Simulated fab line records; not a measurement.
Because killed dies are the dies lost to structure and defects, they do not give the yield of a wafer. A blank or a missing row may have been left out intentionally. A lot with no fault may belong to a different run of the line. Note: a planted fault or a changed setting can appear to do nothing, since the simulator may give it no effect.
Code-filled problem report in 8D (eight disciplines) form :: flow nand-harc :: the parts of the form that need people (team, actions taken, sign-off) are left out

## 1. PROBLEM STATEMENT
At NHARC_END_SORT_01, killed-at-array averages 670 over 2 wafers from 2 lots, while fault-free wafers read 59, standard deviation 16. That is +38 standard deviations from the usual mean.
The first sign was on wafer L388.2 at day 27 08:11, on prober-01. Wafers with a number at this step in the record: 14, from 6 lots. Rule for "out", or "out of limits": more than 4 standard deviations from the usual mean. Any other wafer with a number is counted as sound.

## 2. WHAT THIS IS AND IS NOT
question: which readings at this step
is: killed-at-array, killed-dies
is not: killed-open, killed-short

question: which lots
is: L388, L389
is not: L381, L397, L402, L404

question: which wafers of those lots
is: L388.2, L389.3
is not: L389.1, L389.5

question: read on which gauges
is: prober-01, prober-02
is not: -

question: when
is: from day 27 08:11
is not: up to then (3 sound wafers); but 9 sound wafers of L389, L397, L402, L404 came after

## 3. SUSPECTS, AND WHAT RULES EACH OUT
Counting: if a tool at a process step up to the reading ran every lot that is out, it stays a suspect. Sound lots after the first of them don't rule it out here, since some wafers of a struck lot are sound.
- the gauge at NHARC_END_SORT_01 is ruled out. Those wafers that are out were read across 2 gauges (prober-01, prober-02).
- rie-diel-09 at NHARC_A_BLC_STRIP_21 (strips in O2): kept. It ran every lot that is out, first L388 (day 25 11:41); its last sound lot up to then is L381 (day 22 19:47).
- pvd-sputter-02 at NHARC_A_BLC_DEGAS_30 (time 60 s): kept. It ran every lot that is out, first L388 (day 25 12:07); its last sound lot up to then is L381 (day 22 20:13).
- pvd-sputter-02 at NHARC_A_BLC_PVD_32 (deposits Ti, target thk 5 nm, time 17.7 s): kept. It ran every lot that is out, first L388 (day 25 12:14); its last sound lot up to then is L381 (day 22 20:20).
- cmp-01 at NHARC_A_BLC_CMP_25 (polishes, t overpolish 30 s, target thk 150 nm): kept. It ran every lot that is out, first L388 (day 25 13:06).
- rie-diel-13 at NHARC_A_M0_DESCUM_14 (chemistry O2, time 3 s): kept. It ran every lot that is out, first L388 (day 25 14:37).
- pvd-sputter-02 at NHARC_A_M0_PVD_20 (deposits TaN, target thk 5 nm, time 8.06 s): kept. It ran every lot that is out, first L388 (day 27 08:11). Because NHARC_A_M0_PVD_20 lacks a start for some lots, the hours and order of its lots are taken from NHARC_END_SORT_01.
Left after counting: rie-diel-09 at NHARC_A_BLC_STRIP_21, pvd-sputter-02 at NHARC_A_BLC_DEGAS_30, pvd-sputter-02 at NHARC_A_BLC_PVD_32, cmp-01 at NHARC_A_BLC_CMP_25, rie-diel-13 at NHARC_A_M0_DESCUM_14, pvd-sputter-02 at NHARC_A_M0_PVD_20.

## 4. THE CAUSE (what the simulator had put in)
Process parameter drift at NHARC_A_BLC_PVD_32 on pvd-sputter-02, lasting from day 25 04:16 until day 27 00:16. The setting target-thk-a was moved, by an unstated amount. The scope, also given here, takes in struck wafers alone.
6 suspects survive the count, and this tool is in that group.

## 5. SEQUENCE OF EFFECTS, ordered by route
Rows list readings where the struck wafers' mean (over those with a number) sits beyond 3 standard deviations from the usual. Only readings for which the record gives a usual standard deviation are gone through. hours: the time from each lot's start at the first step in this table that gives one to its start at this step, as a median over the lots. sigmas: the change in usual standard deviations.
hours: 0
step: NHARC_END_SORT_01
reading: killed-at-array
usual: 59
on struck wafers: 670
change: +611
sigmas: +38

hours: 0
step: NHARC_END_SORT_01
reading: killed-dies
usual: 64
on struck wafers: 677
change: +613
sigmas: +38

## 6. WHAT WOULD HAVE CAUGHT IT SOONER
The first out-of-limits reading at a measuring or inspecting step in this record came at day 27 08:11, 52 hours after the fault's start at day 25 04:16.
Of the tool readings at NHARC_A_BLC_PVD_32 for which the record gives a usual standard deviation, none was out on any struck wafer, so an alarm limit of 4 standard deviations on them would not have fired.
By day 27 08:11, every lot that is out (2) had started NHARC_A_BLC_PVD_32 on pvd-sputter-02. Holding the tool at that point would not have protected any of them.
